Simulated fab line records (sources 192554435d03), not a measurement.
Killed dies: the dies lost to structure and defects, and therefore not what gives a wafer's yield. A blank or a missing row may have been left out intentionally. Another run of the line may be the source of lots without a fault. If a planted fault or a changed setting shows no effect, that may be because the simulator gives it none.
fab line records	flow n5_finfet
record lots=24	wafers=72	last_day=18
route steps=1938 shown BEOL_M7@1277
lots that met no fault: taken from a fault-free run of the same line
start_h: the number of hours between the record's first day and the start of the first shown wafer of the lot	wait_h: how many hours have passed since the lot's step before this one	" identical to the entry in the row above	L1.1+2: several wafers, shown together as one row	- no value present, or no start provided	* or withheld: withheld	< > ~ a bound
route shown NAME@n: NAME is a module with steps in the file, n the number in the route of the first one	usual: mean/standard deviation of fault-free wafers	same: alike in all rows	chamber/n: place in a boat	sites: readings site by site	_std_site: standard deviation of those values	_edge_site: inner sites' mean taken away from outer sites' mean	radius_mm: how far each site lies from the wafer's centre	mask NAME#n: copy n	behind: the most recent tool/chamber to have shaped the wafer	hold: reason for holding the lot/hours on hold/outcome of the hold	device: which transistor (n, p or np) failed to switch	end of line: tests of these same wafers at the route's end	where a step has no rows: the recipe by itself	killed: not the wafer's yield, but the dies lost to structure and defects at the first sort	map: the dies of a wafer, with x for killed, . for not killed, _ for no die there
set.NAME: the setting that was run; set.NAME@STEP: the one run at that earlier step	model.NAME: the simulator's own value behind a step, which no gauge read
one table for each step of the route and one row for each wafer, over a sample of lots
services: a tool's chamber out of use, with start hour (start_h, from the record's first day; less than 0 if before it), hours out, and reason
## steps
# step N5_BEOL_M7_OVL_MEAS_12
# recipe points_per_wafer=44
# usual M7_OVL=0.0/0.62
lot.wafer	tool	chamber	start_h	wait_h	M7_OVL[nm]
L074.1	overlay-01	0	187.41	0.0	1.2
L074.2	"	0	"	"	0.3
L074.5	"	0	"	"	1.1
L075.1	overlay-02	0	197.16	0.0	-1.0
L075.2	"	0	"	"	-1.0
L075.3	"	0	"	"	0.0
L076.3	overlay-02	0	205.08	0.0	0.4
L076.4	"	0	"	"	-0.3
L076.6	"	0	"	"	0.3
L077.4	overlay-02	0	216.34	0.0	0.7
L077.5	"	0	"	"	0.8
L077.6	"	0	"	"	0.1
L079.2	overlay-01	0	227.96	0.0	-0.3
L079.4	"	0	"	"	0.2
L079.6	"	0	"	"	-0.1
L080.1	overlay-01	0	233.30	0.0	-0.5
L080.4	"	0	"	"	-0.4
L080.5	"	0	"	"	0.3
L078.4	overlay-02	0	233.55	0.0	0.0
L078.5	"	0	"	"	-0.3
L078.6	"	0	"	"	0.1
L081.3	overlay-02	0	237.45	0.0	-0.5
L081.5	"	0	"	"	0.0
L081.6	"	0	"	"	-0.2
L082.1	overlay-01	0	240.98	0.0	-0.3
L082.3	"	0	"	"	-0.1
L082.5	"	0	"	"	-0.2
L085.1	overlay-01	0	257.02	0.0	0.4
L085.2	"	0	"	"	-0.7
L085.3	"	0	"	"	0.0
L084.1	overlay-02	0	262.04	0.0	0.5
L084.3	"	0	"	"	0.2
L084.6	"	0	"	"	-0.8
L083.2	overlay-02	0	263.16	0.0	0.6
L083.5	"	0	"	"	0.2
L083.6	"	0	"	"	0.3
L087.2	overlay-02	0	269.52	0.0	-0.2
L087.3	"	0	"	"	1.2
L087.6	"	0	"	"	0.3
L086.3	overlay-01	0	272.36	0.0	1.3
L086.4	"	0	"	"	-0.2
L086.5	"	0	"	"	-0.1
L088.2	overlay-01	0	285.48	0.0	-0.6
L088.4	"	0	"	"	-0.8
L088.6	"	0	"	"	0.6
L090.1	overlay-01	0	285.62	0.0	-0.5
L090.2	"	0	"	"	-0.2
L090.6	"	0	"	"	0.8
L091.1	overlay-02	0	294.36	0.0	0.2
L091.4	"	0	"	"	0.9
L091.6	"	0	"	"	-0.5
L089.2	overlay-02	0	303.79	0.0	0.3
L089.3	"	0	"	"	0.4
L089.6	"	0	"	"	1.5
L092.3	overlay-01	0	307.13	0.0	0.9
L092.4	"	0	"	"	-0.6
L092.6	"	0	"	"	-1.4
L093.1	overlay-01	0	312.97	0.0	0.3
L093.3	"	0	"	"	0.4
L093.4	"	0	"	"	-0.4
L094.1	overlay-01	0	316.10	0.0	0.8
L094.5	"	0	"	"	0.5
L094.6	"	0	"	"	1.1
L095.2	overlay-01	0	327.32	0.0	0.0
L095.5	"	0	"	"	-0.4
L095.6	"	0	"	"	-1.0
L096.1	overlay-01	0	332.62	0.0	-0.6
L096.2	"	0	"	"	-0.7
L096.3	"	0	"	"	-0.9
L097.1	overlay-01	0	341.27	0.0	0.9
L097.2	"	0	"	"	-0.7
L097.4	"	0	"	"	-1.2
# step N5_BEOL_M7_DESCUM_33
# recipe chemistry=O2	time_s=7	source_power_w=50	bias_power_w=20	pressure_mtorr=20	rf_frequency_hz=2.712e+07	temp_c=40	resist=CAR-EUV	o2_flow_sccm=225
# usual drypump_motor_current_A=5.7/0.33	oes_product_au=0.80/0.087	rf_vpp_V=243.3/1.1	showerhead_plenum_p_Torr=2.10/0.05	throttle_valve_pct=20.43/0.29
lot.wafer	tool	chamber	start_h	wait_h	drypump_motor_current_A	oes_product_au	rf_hours_counter_h	rf_vpp_V	showerhead_plenum_p_Torr	throttle_valve_pct
L074.1	rie_diel-06	1	189.48	0.1	5.8	0.70	222	243.6	2.07	20.95
L074.2	"	3	"	"	5.8	0.92	10	244.2	2.14	19.98
L074.5	"	3	"	"	5.8	0.91	-	244.7	2.14	19.98
L075.1	rie_diel-03	0	199.55	0.0	5.6	0.89	53	243.3	2.03	19.82
L075.2	"	2	"	"	6.3	0.93	22	242.4	2.06	20.22
L075.3	"	3	"	"	6.3	0.76	161	245.4	2.18	20.39
L076.3	rie_diel-06	2	210.33	0.1	5.2	0.82	88	243.4	2.11	20.63
L076.4	"	1	"	"	5.9	0.68	227	243.3	2.07	20.97
L076.6	"	1	"	"	5.9	0.69	-	242.9	2.07	20.96
L077.4	rie_diel-06	3	220.39	0.0	5.8	0.90	19	245.1	2.13	19.98
L077.5	"	1	"	"	5.9	0.69	-	241.8	2.07	20.97
L077.6	"	0	"	"	5.8	0.68	-	242.3	2.16	20.53
L079.2	rie_diel-04	3	232.83	0.0	5.4	0.77	128	242.6	2.10	20.38
L079.4	"	0	"	"	6.3	0.92	14	242.5	2.05	20.54
L079.6	"	3	"	"	5.4	0.78	-	244.8	2.10	20.39
L080.1	rie_diel-04	0	235.21	0.1	6.3	0.92	16	243.2	2.05	20.56
L080.4	"	2	"	"	5.6	0.80	120	241.8	2.01	20.41
L080.5	"	1	"	"	5.6	0.68	-	243.9	2.15	20.50
L078.4	rie_diel-04	3	235.60	0.3	5.4	0.78	129	241.6	2.10	20.39
L078.5	"	1	"	"	5.6	0.67	-	244.8	2.15	20.52
L078.6	"	2	"	"	5.6	0.79	-	242.3	2.01	20.42
L081.3	rie_diel-03	0	239.72	0.0	5.7	0.87	65	243.1	2.03	19.87
L081.5	"	3	"	"	6.3	0.75	-	243.7	2.17	20.41
L081.6	"	0	"	"	5.7	0.87	-	241.2	2.03	19.86
L082.1	rie_diel-04	3	243.91	0.4	5.5	0.76	131	243.8	2.10	20.41
L082.3	"	2	"	"	5.6	0.78	122	241.0	2.01	20.40
L082.5	"	1	"	"	5.6	0.66	-	244.7	2.15	20.51
L085.1	rie_diel-04	2	258.17	0.0	5.7	0.79	127	241.9	2.01	20.42
L085.2	"	3	"	"	5.4	0.77	136	242.1	2.10	20.43
L085.3	"	1	"	"	5.6	0.66	244	244.0	2.15	20.53
L083.2	rie_diel-03	2	265.09	0.5	6.3	0.89	43	243.5	2.05	20.26
L083.5	"	1	"	"	6.1	0.72	-	243.7	2.17	20.86
L083.6	"	0	"	"	5.6	0.86	-	241.6	2.03	19.87
L084.1	rie_diel-06	3	265.56	0.8	5.8	0.86	34	243.7	2.13	20.00
L084.3	"	2	"	"	5.2	0.80	104	244.7	2.11	20.66
L084.6	"	3	"	"	5.8	0.86	-	243.8	2.13	20.01
L087.2	rie_diel-06	2	271.17	0.0	5.2	0.80	106	243.4	2.11	20.67
L087.3	"	3	"	"	5.8	0.87	36	243.3	2.13	20.00
L087.6	"	1	"	"	5.9	0.68	-	243.3	2.06	20.99
L086.3	rie_diel-04	2	273.43	0.0	5.6	0.78	131	241.8	2.01	20.45
L086.4	"	3	"	"	5.5	0.77	-	244.2	2.09	20.41
L086.5	"	1	"	"	5.6	0.66	-	245.4	2.15	20.54
L090.1	rie_diel-04	1	288.99	0.4	5.6	0.66	254	242.0	2.15	20.54
L090.2	"	2	"	"	5.6	0.77	137	241.6	2.01	20.43
L090.6	"	2	"	"	5.6	0.77	-	242.8	2.01	20.45
L088.2	rie_diel-06	3	289.33	0.7	5.8	0.85	42	244.7	2.13	20.01
L088.4	"	3	"	"	5.8	0.85	-	243.5	2.13	20.01
L088.6	"	0	"	"	5.8	0.92	-	244.8	2.15	20.16
L091.1	rie_diel-03	1	296.64	0.0	6.1	0.71	204	245.0	2.16	20.88
L091.4	"	0	"	"	5.6	0.84	81	241.4	2.02	19.88
L091.6	"	1	"	"	6.1	0.70	-	244.2	2.16	20.89
L089.2	rie_diel-06	3	306.05	0.0	5.8	0.85	44	243.5	2.13	20.01
L089.3	"	2	"	"	5.2	0.79	120	243.2	2.10	20.69
L089.6	"	2	"	"	5.2	0.78	-	244.5	2.10	20.69
L092.3	rie_diel-06	0	309.63	0.0	5.8	0.91	18	243.7	2.15	20.17
L092.4	"	2	"	"	5.2	0.79	-	243.4	2.10	20.70
L092.6	"	3	"	"	5.8	0.86	-	243.8	2.13	20.01
L093.1	rie_diel-06	0	314.06	0.0	5.7	0.91	19	243.0	2.15	20.19
L093.3	"	3	"	"	5.8	0.85	47	244.1	2.13	20.02
L093.4	"	2	"	"	5.2	0.79	123	244.6	2.10	20.69
L094.1	rie_diel-04	0	319.62	0.0	6.3	0.87	39	242.3	2.04	20.60
L094.5	"	0	"	"	6.3	0.88	-	242.2	2.04	20.59
L094.6	"	3	"	"	5.4	0.75	-	244.0	2.09	20.45
L095.2	rie_diel-06	3	328.41	0.1	5.8	0.84	52	241.1	2.12	20.05
L095.5	"	0	"	"	5.7	0.89	-	244.2	2.15	20.16
L095.6	"	3	"	"	5.8	0.85	-	243.9	2.12	20.03
L096.1	rie_diel-04	0	335.53	0.0	6.3	0.87	45	242.1	2.04	20.60
L096.2	"	3	"	"	5.4	0.75	162	242.6	2.09	20.46
L096.3	"	2	"	"	5.6	0.76	149	241.8	2.00	20.45
L097.1	rie_diel-06	1	342.42	0.0	5.9	0.97	10	243.1	2.06	20.65
L097.2	"	0	"	"	5.7	0.88	30	245.8	2.14	20.20
L097.4	"	3	"	"	5.8	0.83	57	243.2	2.12	20.05
# step N5_BEOL_M7_ETCH_66
# recipe chemistry=N2/H2	target=SOC	target_depth_a=800	overetch_a=160	mask_material=SiARC	temp_c=40	time_s=120	ion_energy_ev=200	pressure_mtorr=30	source_w=840	bias_w=150	n2_flow_sccm=200	h2_flow_sccm=200
# usual bias_w=150.0/0.47	drypump_motor_current_A=5.8/0.33	oes_product_au=0.61/0.062	rf_vpp_V=524.2/1.8	showerhead_plenum_p_Torr=2.55/0.059	throttle_valve_pct=17.84/0.29
lot.wafer	tool	chamber	start_h	wait_h	bias_w	drypump_motor_current_A	oes_product_au	rf_hours_counter_h	rf_vpp_V	showerhead_plenum_p_Torr	throttle_valve_pct
L074.1	rie_diel-06	1	189.56	0.0	149.5	5.9	0.54	222	521.4	2.51	18.35
L074.2	"	3	"	"	149.6	5.8	0.70	10	524.1	2.60	17.40
L074.5	"	3	"	"	150.3	5.8	0.71	-	525.6	2.60	17.38
L075.1	rie_diel-03	0	199.63	0.0	149.4	5.7	0.66	53	523.1	2.48	17.24
L075.2	"	2	"	"	150.7	6.3	0.69	22	524.6	2.48	17.58
L075.3	"	3	"	"	150.0	6.3	0.58	161	527.3	2.64	17.68
L076.3	rie_diel-06	2	210.41	0.0	149.7	5.2	0.62	88	522.8	2.57	18.03
L076.4	"	1	"	"	150.2	5.9	0.54	227	521.8	2.51	18.33
L076.6	"	1	"	"	150.1	5.9	0.54	-	521.6	2.51	18.33
L077.4	rie_diel-06	3	220.47	0.0	150.4	5.8	0.68	19	525.9	2.60	17.41
L077.5	"	1	"	"	150.0	5.9	0.54	-	523.2	2.50	18.35
L077.6	"	0	"	"	150.6	5.7	0.53	-	525.4	2.61	17.90
L079.2	rie_diel-04	3	232.91	0.0	149.4	5.4	0.60	128	525.9	2.55	17.79
L079.4	"	0	"	"	150.5	6.3	0.69	14	522.8	2.50	17.93
L079.6	"	3	"	"	149.4	5.4	0.60	-	526.1	2.55	17.77
L080.1	rie_diel-04	0	235.28	0.0	149.9	6.3	0.70	16	522.8	2.50	17.93
L080.4	"	2	"	"	150.1	5.6	0.61	120	520.9	2.45	17.95
L080.5	"	1	"	"	150.3	5.6	0.52	-	526.8	2.62	18.01
L078.4	rie_diel-04	3	235.68	0.0	150.4	5.5	0.59	129	523.5	2.55	17.76
L078.5	"	1	"	"	149.5	5.6	0.51	-	526.9	2.62	18.01
L078.6	"	2	"	"	150.0	5.6	0.61	-	522.1	2.45	17.95
L081.3	rie_diel-03	0	239.80	0.0	150.3	5.6	0.65	65	521.9	2.47	17.26
L081.5	"	3	"	"	149.7	6.3	0.58	-	527.2	2.63	17.69
L081.6	"	0	"	"	149.9	5.6	0.65	-	521.6	2.47	17.28
L082.1	rie_diel-04	3	243.99	0.0	150.5	5.4	0.59	131	524.1	2.55	17.76
L082.3	"	2	"	"	149.8	5.6	0.61	122	521.4	2.45	17.95
L082.5	"	1	"	"	150.0	5.6	0.51	-	525.1	2.61	18.01
L085.1	rie_diel-04	2	258.24	0.0	150.8	5.6	0.60	127	521.7	2.45	17.95
L085.2	"	3	"	"	149.9	5.5	0.59	136	523.7	2.54	17.79
L085.3	"	1	"	"	149.8	5.6	0.51	244	526.3	2.61	18.01
L083.2	rie_diel-03	2	265.17	0.0	150.0	6.3	0.67	43	522.6	2.47	17.60
L083.5	"	1	"	"	149.6	6.1	0.57	-	526.8	2.63	18.31
L083.6	"	0	"	"	150.7	5.6	0.65	-	522.2	2.47	17.29
L084.1	rie_diel-06	3	265.64	0.0	150.0	5.8	0.66	34	524.1	2.59	17.43
L084.3	"	2	"	"	150.8	5.2	0.61	104	526.0	2.56	18.05
L084.6	"	3	"	"	149.1	5.8	0.65	-	525.6	2.59	17.44
L087.2	rie_diel-06	2	271.25	0.0	150.0	5.3	0.60	106	524.8	2.56	18.05
L087.3	"	3	"	"	150.1	5.8	0.66	36	524.6	2.59	17.44
L087.6	"	1	"	"	149.0	5.9	0.53	-	524.6	2.50	18.39
L086.3	rie_diel-04	2	273.51	0.0	149.2	5.6	0.61	131	521.2	2.45	17.96
L086.4	"	3	"	"	150.0	5.5	0.59	-	522.4	2.54	17.79
L086.5	"	1	"	"	149.8	5.6	0.52	-	525.8	2.61	18.03
L090.1	rie_diel-04	1	289.07	0.0	149.3	5.6	0.51	254	526.4	2.61	18.03
L090.2	"	2	"	"	150.7	5.6	0.60	137	520.9	2.45	17.96
L090.6	"	2	"	"	150.9	5.6	0.59	-	522.4	2.45	17.99
L088.2	rie_diel-06	3	289.41	0.0	150.0	5.8	0.65	42	523.7	2.59	17.45
L088.4	"	3	"	"	150.3	5.8	0.65	-	524.8	2.59	17.45
L088.6	"	0	"	"	149.3	5.7	0.71	-	526.2	2.60	17.47
L091.1	rie_diel-03	1	296.72	0.0	149.3	6.1	0.55	204	527.0	2.63	18.32
L091.4	"	0	"	"	150.0	5.6	0.64	81	520.7	2.47	17.29
L091.6	"	1	"	"	150.0	6.2	0.55	-	527.2	2.63	18.33
L089.2	rie_diel-06	3	306.13	0.0	149.6	5.8	0.65	44	525.6	2.59	17.45
L089.3	"	2	"	"	150.2	5.2	0.59	120	525.6	2.56	18.07
L089.6	"	2	"	"	149.9	5.2	0.60	-	524.9	2.56	18.07
L092.3	rie_diel-06	0	309.71	0.0	150.0	5.8	0.68	18	523.8	2.60	17.50
L092.4	"	2	"	"	149.8	5.2	0.60	-	523.5	2.55	18.09
L092.6	"	3	"	"	150.8	5.8	0.65	-	525.7	2.59	17.46
L093.1	rie_diel-06	0	314.14	0.0	149.1	5.7	0.68	19	525.7	2.60	17.51
L093.3	"	3	"	"	149.4	5.8	0.65	47	524.3	2.59	17.46
L093.4	"	2	"	"	149.8	5.2	0.59	123	523.3	2.55	18.06
L094.1	rie_diel-04	0	319.74	0.0	150.1	6.3	0.66	39	520.7	2.49	17.98
L094.5	"	0	"	"	150.6	6.3	0.65	-	522.4	2.49	17.98
L094.6	"	3	"	"	149.0	5.4	0.58	-	524.3	2.54	17.82
L095.2	rie_diel-06	3	328.49	0.0	150.5	5.8	0.64	52	525.4	2.58	17.47
L095.5	"	0	"	"	150.7	5.7	0.68	-	524.8	2.60	17.52
L095.6	"	3	"	"	149.9	5.8	0.64	-	524.1	2.58	17.47
L096.1	rie_diel-04	0	335.61	0.0	149.7	6.3	0.65	45	521.7	2.48	17.98
L096.2	"	3	"	"	150.9	5.5	0.57	162	522.8	2.53	17.82
L096.3	"	2	"	"	150.8	5.6	0.59	149	521.9	2.44	17.99
L097.1	rie_diel-06	1	342.50	0.0	149.9	5.9	0.73	10	523.9	2.49	17.96
L097.2	"	0	"	"	150.3	5.7	0.67	30	525.6	2.60	17.51
L097.4	"	3	"	"	150.2	5.8	0.63	57	524.7	2.58	17.47
# step N5_BEOL_M7_CURE_75
# recipe temp_c=370	time_s=120	ambient=DMADMS/He	material=SiCOH_lowk
# usual lamp_power_pct=52.32/0.056	wafer_temp_C_max=371.9/0.5
lot.wafer	tool	chamber	start_h	wait_h	lamp_power_pct	wafer_temp_C_max
L074.1	uv_cure-03	2	190.16	0.1	52.45	373.4
L074.2	"	2	"	"	52.41	372.4
L074.5	"	2	"	"	52.39	372.3
L075.1	uv_cure-01	0	200.18	0.0	52.38	372.0
L075.2	"	0	"	"	52.28	371.7
L075.3	"	0	"	"	52.36	372.0
L076.3	uv_cure-03	0	211.05	0.1	52.34	371.7
L076.4	"	0	"	"	52.28	371.3
L076.6	"	0	"	"	52.28	371.4
L077.4	uv_cure-03	1	221.16	0.2	52.28	371.7
L077.5	"	1	"	"	52.24	372.0
L077.6	"	1	"	"	52.31	371.9
L079.2	uv_cure-03	1	233.50	0.1	52.31	372.3
L079.4	"	1	"	"	52.26	372.2
L079.6	"	1	"	"	52.36	372.7
L080.1	uv_cure-01	2	235.83	0.0	52.31	371.8
L080.4	"	2	"	"	52.29	371.4
L080.5	"	2	"	"	52.35	371.2
L078.4	uv_cure-02	1	236.38	0.2	52.32	371.7
L078.5	"	1	"	"	52.36	372.1
L078.6	"	1	"	"	52.30	371.5
L081.3	uv_cure-03	2	240.54	0.2	52.36	372.7
L081.5	"	2	"	"	52.27	372.2
L081.6	"	2	"	"	52.31	372.6
L082.1	uv_cure-02	2	244.53	0.0	52.34	370.7
L082.3	"	2	"	"	52.33	372.5
L082.5	"	2	"	"	52.35	371.8
L085.1	uv_cure-01	2	258.91	0.2	52.35	371.6
L085.2	"	2	"	"	52.34	371.9
L085.3	"	2	"	"	52.32	371.4
L083.2	uv_cure-01	1	265.93	0.3	52.27	371.3
L083.5	"	1	"	"	52.32	372.3
L083.6	"	1	"	"	52.29	371.3
L084.1	uv_cure-03	2	266.19	0.0	52.31	372.8
L084.3	"	2	"	"	52.39	371.9
L084.6	"	2	"	"	52.30	372.2
L087.2	uv_cure-03	2	271.91	0.1	52.32	373.1
L087.3	"	2	"	"	52.17	372.5
L087.6	"	2	"	"	52.29	371.7
L086.3	uv_cure-02	0	274.17	0.1	52.27	372.0
L086.4	"	0	"	"	52.31	372.1
L086.5	"	0	"	"	52.34	372.1
L090.1	uv_cure-02	2	289.63	0.0	52.34	371.9
L090.2	"	2	"	"	52.35	371.5
L090.6	"	2	"	"	52.26	372.3
L088.2	uv_cure-01	2	290.01	0.1	52.31	371.3
L088.4	"	2	"	"	52.26	371.7
L088.6	"	2	"	"	52.27	371.1
L091.1	uv_cure-01	0	297.27	0.0	52.35	372.4
L091.4	"	0	"	"	52.24	372.1
L091.6	"	0	"	"	52.33	371.5
L089.2	uv_cure-01	0	306.72	0.1	52.32	372.0
L089.3	"	0	"	"	52.23	371.6
L089.6	"	0	"	"	52.33	371.9
L092.3	uv_cure-01	0	310.35	0.1	52.45	371.9
L092.4	"	0	"	"	52.34	372.0
L092.6	"	0	"	"	52.35	371.5
L093.1	uv_cure-01	0	315.01	0.4	52.23	372.1
L093.3	"	0	"	"	52.25	371.9
L093.4	"	0	"	"	52.20	371.7
L094.1	uv_cure-03	0	320.79	0.4	52.30	371.6
L094.5	"	0	"	"	52.21	371.7
L094.6	"	0	"	"	52.39	371.4
L095.2	uv_cure-03	0	329.09	0.1	52.38	371.5
L095.5	"	0	"	"	52.31	371.4
L095.6	"	0	"	"	52.21	371.7
L096.1	uv_cure-02	2	336.27	0.2	52.43	372.0
L096.2	"	2	"	"	52.38	371.9
L096.3	"	2	"	"	52.32	371.3
L097.1	uv_cure-01	2	343.04	0.0	52.41	370.9
L097.2	"	2	"	"	52.34	371.4
L097.4	"	2	"	"	52.27	371.1
# step N5_BEOL_M7_ALD_77
# recipe material=TaN	target_thk_a=20	temp_c=275	ald_precursor_family=PDMAT	ald_co_reactant=NH3	pressure_torr=3	carrier_flow_sccm=1500	pulse_time_s=2	purge_time_s=3	co_reactant_purge_time_s=2	co_reactant_pulse_time_s=3	ald_cycles=40	precursor_vessel_temp_c=75	precursor_vessel_pressure_torr=26.25	precursor_vessel_carrier_sccm=1000
# usual heater_power_w=430/57	precursor_vessel_carrier_sccm=1000/3	precursor_vessel_temp_c=75.00/0.13
# same ald_cycles=40
lot.wafer	tool	chamber	start_h	wait_h	heater_power_w	precursor_vessel_carrier_sccm	precursor_vessel_temp_c
L074.1	ald_metal-04	1	190.98	0.0	473	999	74.95
L074.2	"	0	"	"	462	1000	74.95
L074.5	"	1	"	"	461	1000	75.28
L075.1	ald_metal-02	1	200.69	0.0	524	996	75.02
L075.2	"	0	"	"	442	997	74.92
L075.3	"	2	"	"	342	996	75.05
L076.3	ald_metal-03	3	211.39	0.0	363	1002	75.08
L076.4	"	0	"	"	420	1005	74.81
L076.6	"	2	"	"	512	1001	74.93
L077.4	ald_metal-04	1	221.53	0.1	462	999	75.15
L077.5	"	2	"	"	384	999	75.07
L077.6	"	3	"	"	399	1003	75.07
L079.2	ald_metal-02	0	233.88	0.0	455	1000	75.24
L079.4	"	2	"	"	347	998	75.11
L079.6	"	1	"	"	518	1001	74.85
L080.1	ald_metal-02	2	237.13	0.0	344	1002	74.92
L080.4	"	1	"	"	509	999	75.04
L080.5	"	3	"	"	471	999	74.98
L078.4	ald_metal-03	0	237.19	0.0	418	1000	74.87
L078.5	"	2	"	"	511	1011	75.02
L078.6	"	1	"	"	372	1002	75.10
L081.3	ald_metal-04	3	241.13	0.0	394	1003	75.07
L081.5	"	0	"	"	465	997	74.89
L081.6	"	3	"	"	403	997	75.02
L082.1	ald_metal-03	2	245.11	0.1	516	1001	74.75
L082.3	"	1	"	"	372	1001	75.21
L082.5	"	0	"	"	423	991	74.91
L085.1	ald_metal-03	2	259.34	0.1	511	1000	75.27
L085.2	"	1	"	"	382	1003	75.04
L085.3	"	0	"	"	417	1002	74.95
L083.2	ald_metal-03	2	267.15	0.1	506	997	74.89
L083.5	"	1	"	"	379	999	75.06
L083.6	"	2	"	"	499	997	74.92
L084.1	ald_metal-04	3	267.80	0.1	401	1004	74.98
L084.3	"	0	"	"	457	996	75.01
L084.6	"	2	"	"	382	1001	74.80
L087.2	ald_metal-03	2	272.79	0.1	510	999	74.94
L087.3	"	0	"	"	426	999	75.09
L087.6	"	1	"	"	377	1001	74.86
L086.3	ald_metal-02	3	275.01	0.0	457	1000	75.02
L086.4	"	2	"	"	350	996	75.11
L086.5	"	0	"	"	451	1003	74.79
L090.1	ald_metal-02	0	290.16	0.1	452	996	74.86
L090.2	"	3	"	"	445	1005	74.93
L090.6	"	2	"	"	345	996	75.26
L088.2	ald_metal-02	3	290.71	0.1	457	994	75.34
L088.4	"	1	"	"	519	995	74.96
L088.6	"	0	"	"	445	1004	74.96
L091.1	ald_metal-02	2	297.76	0.1	350	1003	74.88
L091.4	"	1	"	"	507	997	75.17
L091.6	"	2	"	"	343	998	75.02
L089.2	ald_metal-03	1	307.13	0.0	383	1003	74.91
L089.3	"	3	"	"	361	995	75.05
L089.6	"	3	"	"	366	999	75.15
L092.3	ald_metal-04	1	311.05	0.0	450	997	74.98
L092.4	"	2	"	"	386	1000	75.04
L092.6	"	0	"	"	463	1003	75.04
L093.1	ald_metal-02	0	315.45	0.0	445	1001	75.06
L093.3	"	2	"	"	340	1002	75.00
L093.4	"	1	"	"	525	998	75.07
L094.1	ald_metal-04	1	321.54	0.0	460	1004	75.09
L094.5	"	1	"	"	454	1007	75.14
L094.6	"	2	"	"	375	1001	75.16
L095.2	ald_metal-03	2	329.77	0.0	509	1002	75.00
L095.5	"	1	"	"	369	1001	74.99
L095.6	"	2	"	"	504	1004	74.80
L096.1	ald_metal-02	2	336.95	0.0	348	1001	74.83
L096.2	"	3	"	"	449	1000	74.71
L096.3	"	1	"	"	530	1002	74.87
L097.1	ald_metal-02	0	344.51	0.3	447	1000	74.89
L097.2	"	3	"	"	453	1004	74.98
L097.4	"	1	"	"	521	998	74.86
# step N5_BEOL_M7_THK_MEAS_53
# recipe thk_meas_gauge=xrf	reads=Cu_of_BEOL_M7_ECD_50
# usual M7_THK=79.2/1.5
lot.wafer	tool	chamber	start_h	wait_h	M7_THK[nm]
L074.1	film_metro-01	-	192.73	-	77.3
L074.2	"	-	"	"	79.0
L074.5	"	-	"	"	81.1
L075.1	film_metro-02	-	202.32	-	80.5
L075.2	"	-	"	"	81.4
L075.3	"	-	"	"	80.0
L076.3	film_metro-01	-	212.97	-	79.1
L076.4	"	-	"	"	80.3
L076.6	"	-	"	"	78.8
L077.4	film_metro-02	-	222.97	-	78.7
L077.5	"	-	"	"	76.9
L077.6	"	-	"	"	76.5
L079.2	film_metro-02	-	235.35	0.1	79.7
L079.4	"	-	"	"	79.3
L079.6	"	-	"	"	77.7
L080.1	film_metro-02	-	238.62	-	78.4
L080.4	"	-	"	"	78.8
L080.5	"	-	"	"	77.6
L078.4	film_metro-01	-	238.89	-	79.3
L078.5	"	-	"	"	78.6
L078.6	"	-	"	"	79.9
L081.3	film_metro-02	-	242.98	-	80.4
L081.5	"	-	"	"	78.7
L081.6	"	-	"	"	80.4
L082.1	film_metro-02	-	248.34	-	78.8
L082.3	"	-	"	"	78.5
L082.5	"	-	"	"	78.3
L085.1	film_metro-01	-	262.14	-	78.8
L085.2	"	-	"	"	79.8
L085.3	"	-	"	"	76.5
L083.2	film_metro-01	-	268.66	-	82.1
L083.5	"	-	"	"	77.4
L083.6	"	-	"	"	79.4
L084.1	film_metro-02	-	269.14	-	81.3
L084.3	"	-	"	"	78.2
L084.6	"	-	"	"	80.0
L087.2	film_metro-01	-	274.38	-	78.8
L087.3	"	-	"	"	79.4
L087.6	"	-	"	"	77.4
L086.3	film_metro-01	-	276.81	-	78.1
L086.4	"	-	"	"	80.1
L086.5	"	-	"	"	78.3
L090.1	film_metro-02	-	292.40	-	77.3
L090.2	"	-	"	"	79.6
L090.6	"	-	"	"	79.8
L088.2	film_metro-02	-	293.85	-	79.8
L088.4	"	-	"	"	79.0
L088.6	"	-	"	"	80.9
L091.1	film_metro-01	-	299.71	-	75.8
L091.4	"	-	"	"	80.5
L091.6	"	-	"	"	77.8
L089.2	film_metro-02	-	310.09	-	79.2
L089.3	"	-	"	"	77.6
L089.6	"	-	"	"	77.4
L092.3	film_metro-01	-	312.39	-	79.8
L092.4	"	-	"	"	80.4
L092.6	"	-	"	"	80.4
L093.1	film_metro-02	-	316.76	-	79.9
L093.3	"	-	"	"	78.7
L093.4	"	-	"	"	77.7
L094.1	film_metro-01	-	324.18	-	79.7
L094.5	"	-	"	"	80.1
L094.6	"	-	"	"	79.3
L095.2	film_metro-01	-	333.62	-	80.4
L095.5	"	-	"	"	83.4
L095.6	"	-	"	"	81.0
L096.1	film_metro-02	-	338.53	-	78.3
L096.2	"	-	"	"	78.7
L096.3	"	-	"	"	78.0
L097.1	film_metro-02	-	346.10	-	81.0
L097.2	"	-	"	"	82.0
L097.4	"	-	"	"	80.0
## services
tool	chamber	start_h	hours	kind
uv_cure-03	-	182.08	5.0	pm
uv_cure-03	-	188.87	0.9	repair
ald_metal-04	-	199.22	1.0	repair
rie_diel-04	3	206.29	13.1	repair
uv_cure-01	-	222.53	5.0	pm
uv_cure-01	-	227.53	7.5	pm
uv_cure-03	-	229.12	1.0	pm
ald_metal-04	1	235.12	6.6	repair
uv_cure-01	-	236.52	2.1	pm
ald_metal-02	-	259.49	14.6	pm
rie_diel-03	0	268.67	3.8	repair
rie_diel-04	0	271.49	3.0	repair
ald_metal-04	3	273.42	4.0	repair
uv_cure-03	-	279.69	2.1	pm
rie_diel-04	0	283.51	6.1	repair
rie_diel-04	2	291.59	9.0	repair
ald_metal-02	3	294.29	7.3	repair
rie_diel-04	1	299.71	3.5	repair
uv_cure-03	-	305.67	0.6	repair
rie_diel-04	3	313.50	3.9	repair
rie_diel-04	2	319.23	6.4	repair
ald_metal-04	2	322.90	7.5	repair
ald_metal-02	-	327.46	0.6	repair
ald_metal-03	-	337.30	14.0	pm
## key
fault none
